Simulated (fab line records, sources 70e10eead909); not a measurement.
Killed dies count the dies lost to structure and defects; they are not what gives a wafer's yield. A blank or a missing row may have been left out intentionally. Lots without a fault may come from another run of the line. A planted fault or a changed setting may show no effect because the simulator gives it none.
3 desks, one fault + flow nand_harc + numbers are kept per desk, each desk with only its own; the story behind them comes last

## METROLOGY DESK
Lot by lot, what the gauges showed, no matter which tool ran the lot: averages of those sampled wafers that carry a number. If a lot's mean is further than 4 standard deviations from the usual mean, the lot is out of limits and carries the mark OUT (the distance appears in the brackets).
Columns: A = thk_nm at NHARC_A_ONON_D1_THK_MEAS_08, usual 998 nm
| lot  | first seen here | A             |
|------|-----------------|---------------|
| L660 | day 7 21:31     | 994           |
| L661 | day 8 02:21     | 1009          |
| L664 | day 8 14:07     | 1007          |
| L665 | day 8 17:53     | 997           |
| L666 | day 8 17:53     | 1011          |
| L667 | day 9 06:16     | 996           |
| L669 | day 9 23:21     | 1000          |
| L670 | day 10 06:46    | 992           |
| L671 | day 10 06:46    | 1021          |
| L672 | day 10 19:35    | 996           |
| L674 | day 10 19:36    | 1005          |
| L676 | day 11 15:01    | 651 (-35) OUT |
| L679 | day 12 09:10    | 672 (-33) OUT |
| L682 | day 13 02:01    | 994           |
This desk finds L676, L679 out of limits, L676 being first, at day 11 15:01 (thk_nm at NHARC_A_ONON_D1_THK_MEAS_08). In limits: L660, L661, L664, L665, L666, L667, L669, L670, L671, L672, L674, L682.

## AT THE TOOL OWNER'S DESK: pecvd_onon-03
The tool's own readings at NHARC_A_ONON_D1_DEP_06 (target thk 1000 nm): means of the sampled wafers that have a number, for each lot that ran on this tool. If a lot's mean is further than 4 standard deviations from the usual mean, the lot is out of limits and carries the mark OUT (the distance appears in the brackets).
Columns: A = n2o_flow_sccm at NHARC_A_ONON_D1_DEP_06, usual 2000 sccm; B = nh3_flow_sccm at NHARC_A_ONON_D1_DEP_06, usual 499.7 sccm
| lot  | first seen here | A    | B     |
|------|-----------------|------|-------|
| L664 | day 8 13:40     | 1990 | 499.6 |
| L665 | day 8 17:29     | 2005 | 500.1 |
| L670 | day 10 06:22    | 2002 | 502.8 |
| L676 | day 11 14:33    | 2001 | 499.9 |
| L679 | day 12 08:43    | 2000 | 498.5 |
This desk's finding: nothing out of limits on any of the 5 lots.

## THE DEFECT DESK
For each lot, the counts of the inspections along the route, averaged over the sampled wafers that have a number. If a lot's mean is further than 4 standard deviations from the usual mean, the lot is out of limits and carries the mark OUT (the distance appears in the brackets).
Columns: A = raw_defect_count at NHARC_P_BONDPAD_INSPECT_23, usual 325
| lot  | first seen here | A   |
|------|-----------------|-----|
| L660 | day 6 18:36     | 382 |
| L661 | day 7 01:20     | 295 |
| L664 | day 7 14:13     | 400 |
| L666 | day 7 16:53     | 329 |
| L665 | day 7 17:11     | 313 |
| L667 | day 8 05:13     | 241 |
| L669 | day 8 22:06     | 360 |
| L671 | day 9 05:17     | 325 |
| L670 | day 9 06:05     | 504 |
| L674 | day 9 18:42     | 226 |
| L672 | day 9 20:29     | 245 |
| L676 | day 10 13:43    | 404 |
| L679 | day 11 07:25    | 336 |
| L682 | day 12 04:01    | 264 |
This desk's finding: nothing out of limits on any of the 14 lots.

## ALL TOGETHER
Metrology desk: alarm possible at day 11 15:01 on L676, L679.
Nothing out of limits was seen by the tool owner's desk.
No out-of-limits result turned up at the defect desk.
Tool owner's desk: L676, L679 on record, inside its limits.
The defect desk has L676, L679 on record, within its limits.
Of the lots named, all ran NHARC_A_ONON_D1_DEP_06 on pecvd_onon-03.

## WHAT THE SIMULATOR PUT IN
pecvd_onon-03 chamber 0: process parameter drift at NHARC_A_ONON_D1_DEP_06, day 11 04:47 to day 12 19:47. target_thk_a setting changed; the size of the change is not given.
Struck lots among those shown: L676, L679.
Per desk, hours elapsed from the start of the fault to the first reading out of limits: for the metrology desk, 10.
